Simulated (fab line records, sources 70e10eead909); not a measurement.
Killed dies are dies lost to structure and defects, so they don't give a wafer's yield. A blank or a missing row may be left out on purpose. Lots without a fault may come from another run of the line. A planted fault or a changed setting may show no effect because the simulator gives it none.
fab line records | flow nand_harc
record lots=13 wafers=39 last_day=24
route steps=1159 shown A_ONON_D1@427 END@1159
lots that met no fault: from a run of the same line without faults
start_h: hours from the record's first day to the start of the lot's first wafer shown | wait_h: hours since the lot's step before | " the same as in the row above | L1.1+2: a row that stands for several wafers | - no value, or no start given | * or withheld: withheld | < > ~ a bound
route shown NAME@n: a module of which the file shows steps, and the number in the route of the first | usual: mean/standard deviation of fault-free wafers | same: alike in all rows | chamber/n: place in a boat | sites: the reading at each site | _std_site: their standard deviation | _edge_site: outer sites' mean less inner sites' | radius_mm: how far each site lies from the wafer's centre | mask NAME#n: copy n | behind: the tool/chamber that last shaped the wafer | hold: why the lot was held/for how many hours/how that ended | device: the transistor (n, p or np) that didn't switch | end of line: the same wafers' tests at the end of the route | a step without rows: its recipe alone | killed: dies lost to structure and defects at the first sort, not the wafer's yield | map: a wafer's dies, x killed, . not, _ none there
set.NAME: the setting as run; set.NAME@STEP: as run at that earlier step | model.NAME: the simulator's own value behind a step, which no gauge read
steps of the route over a sample of lots; a table a step, a row a wafer
services: from which hour (start_h, from the record's first day; less than 0 if before it) a tool's chamber was out of use, for how many hours, and why
## steps
# step NHARC_A_ONON_D1_THK_MEAS_05
# recipe thk_meas_gauge=ellipsometry
# usual thk_nm=998/11
# columns lot.wafer tool chamber start_h wait_h thk_nm
L992.1 film_metro-01 - 151.30 - 969
L992.5 " - " " 970
L992.6 " - " " 967
L994.4 film_metro-02 - 173.68 - 990
L994.5 " - " " 987
L994.6 " - " " 989
L993.1 film_metro-02 - 173.72 - 984
L993.3 " - " " 981
L993.6 " - " " 982
L995.1 film_metro-02 - 179.65 - 996
L995.4 " - " " 997
L995.6 " - " " 996
L103.1 film_metro-02 - 233.58 - 993
L103.2 " - " " 993
L103.3 " - " " 992
L106.2 film_metro-02 - 233.81 - 997
L106.3 " - " " 996
L106.6 " - " " 997
L107.1 film_metro-02 - 253.43 - 1019
L107.4 " - " " 1022
L107.6 " - " " 1020
L109.4 film_metro-01 - 257.00 - 1005
L109.5 " - " " 1003
L109.6 " - " " 1005
L111.2 film_metro-02 - 267.46 - 1002
L111.3 " - " " 1001
L111.4 " - " " 999
L112.1 film_metro-02 - 279.39 - 1001
L112.2 " - " " 1001
L112.5 " - " " 1000
L113.1 film_metro-01 - 279.39 - 1001
L113.3 " - " " 1000
L113.6 " - " " 998
L115.3 film_metro-01 - 297.28 - 1014
L115.4 " - " " 1015
L115.6 " - " " 1015
L114.1 film_metro-02 - 297.35 - 992
L114.2 " - " " 993
L114.6 " - " " 994
# step NHARC_A_ONON_D1_DEP_06
# recipe target_thk_a=10000 n2_flow_sccm=2750 n2o_flow_sccm=2000 nh3_flow_sccm=500 sih4_flow_sccm=210 temp_c=400
# columns lot.wafer tool chamber start_h wait_h
L992.1+5+6 pecvd_onon-01 0 151.36 0.1
L993.1+3+6 pecvd_onon-04 0 173.78 0.1
L994.4+5+6 pecvd_onon-01 0 173.91 0.2
L995.1+4+6 pecvd_onon-04 0 179.71 0.1
L103.1+2+3 pecvd_onon-04 0 233.65 0.1
L106.2+3+6 pecvd_onon-01 0 233.92 0.1
L107.1+4+6 pecvd_onon-02 0 253.49 0.1
L109.4+5+6 pecvd_onon-01 0 257.23 0.2
L111.2+3+4 pecvd_onon-01 0 267.58 0.1
L112.1+2+5 pecvd_onon-01 0 279.44 0.1
L113.1+3+6 pecvd_onon-02 0 279.44 0.1
L114.1+2+6 pecvd_onon-01 0 297.41 0.1
L115.3+4+6 pecvd_onon-04 0 297.47 0.2
# step NHARC_A_ONON_D1_THK_MEAS_08
# recipe thk_meas_gauge=ellipsometry
# usual thk_nm=998/9.3
# columns lot.wafer tool chamber start_h wait_h thk_nm
L992.1 film_metro-01 - 151.88 - 997
L992.5 " - " " 995
L992.6 " - " " 997
L994.4 film_metro-02 - 174.25 - 1004
L994.5 " - " " 1005
L994.6 " - " " 1004
L993.1 film_metro-02 - 174.29 - 998
L993.3 " - " " 997
L993.6 " - " " 998
L995.1 film_metro-02 - 180.21 - 992
L995.4 " - " " 992
L995.6 " - " " 991
L103.1 film_metro-02 - 234.16 - 1002
L103.2 " - " " 1002
L103.3 " - " " 1535
L106.2 film_metro-02 - 234.37 - 975
L106.3 " - " " 976
L106.6 " - " " 975
L107.1 film_metro-02 - 254.00 - 1006
L107.4 " - " " 1006
L107.6 " - " " 1007
L109.4 film_metro-02 - 257.56 - 1000
L109.5 " - " " 1002
L109.6 " - " " 1001
L111.2 film_metro-02 - 268.04 - 990
L111.3 " - " " 990
L111.4 " - " " 989
L112.1 film_metro-01 - 279.95 - 1025
L112.2 " - " " 1025
L112.5 " - " " 1026
L113.1 film_metro-02 - 279.96 - 1003
L113.3 " - " " 1000
L113.6 " - " " 1001
L115.3 film_metro-02 - 297.86 - 989
L115.4 " - " " 988
L115.6 " - " " 988
L114.1 film_metro-01 - 297.92 - 995
L114.2 " - " " 993
L114.6 " - " " 993
# step NHARC_END_SORT_01
# recipe temp_c=25
# usual killed_at_array=28/10 killed_at_other=0.6/1.1 killed_at_periphery=3.6/2.6 killed_dies=32/10 killed_open=3.3/1.8 killed_short=1.9/1.4
# same gross_dies=677
# columns lot.wafer tool chamber start_h wait_h killed_at_array killed_at_other killed_at_periphery killed_dies killed_open killed_short
L103.1 prober-01 0 534.32 2.5 11 0 5 16 3 2
L103.2 prober-01 0 535.12 2.8 17 0 2 19 4 4
L103.3 prober-01 0 535.92 3.1 673 0 4 677 1 0
# killed by level:class
L103.1 A_CHANNEL_HOLE_D1:chamber_film_flake=3 P_CONTACT:geometric_particle:open=2 A_CHANNEL_FILL_D1:chamber_film_flake=2 A_STAIRCASE:chamber_film_flake=2 A_CONTACT:chamber_film_flake=2 P_CONTACT:geometric_particle:short=1 P_M1:geometric_particle:short=1 A_M0:geometric_particle:open=1
L103.2 A_CHANNEL_HOLE_D1:chamber_film_flake=4 A_CHANNEL_HOLE_D1:geometric_particle:short=3 A_CONTACT:geometric_particle:open=2 A_SGD_CUT:chamber_film_flake=2 A_WL_FILL:chamber_film_flake=2 P_GATE:geometric_particle:short=1 A_WL_FILL:geometric_particle:open=1 A_M1:geometric_particle:open=1
L103.3 A_ONON_D1:area_dep=655 A_CHANNEL_HOLE_D1:chamber_film_flake=8 A_STAIRCASE:chamber_film_flake=4 A_CONTACT:chamber_film_flake=3 P_ZERO_WELL:chamber_film_flake=2 A_ONON_D1:geometric_particle:open=1 P_GATE:chamber_film_flake=1 P_BONDPAD:chamber_film_flake=1
## services
# columns tool chamber start_h hours kind
pecvd_onon-01 - 195.24 13.0 pm
pecvd_onon-04 - 237.01 13.0 pm
pecvd_onon-02 - 292.33 13.0 pm
## key
first_sign step=NHARC_A_ONON_D1_THK_MEAS_08 reading=thk_nm direction=up sigmas=58 usual=998 struck=1535
effect step=NHARC_END_SORT_01 reading=killed_at_array direction=up sigmas=63 usual=28 struck=673
more_kills_born_at NHARC_A_ONON_D1_DEP_06@pecvd_onon-04=655
met_at NHARC_A_ONON_D1_DEP_06
struck_lots L103
struck_wafers L103.3
later_rows_left_out L103.3
tester_left_out L103
not_acting_at NHARC_A_ONON_D1_THK_MEAS_05
onset_between 179.71 233.65
fault kind=process_parameter_drift tool=pecvd_onon-04 chamber=- onset_h=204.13 steps=NHARC_A_ONON_D1_DEP_06 channel=target_thk_a offset=* shape=step end_h=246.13 scope=struck_wafers_only acts_in=* stated=*
# tester_left_out: of these lots the tester's yield and bins aren't shown, on N5 and GAA mostly nor the transistor test; their killed dies are dies lost to structure and defects alone, not to doping, threshold or leakage, so they don't give the yield
# later_rows_left_out: the simulator's readings of these wafers behind a module that went badly wrong aren't trusted and aren't shown, but for the sort
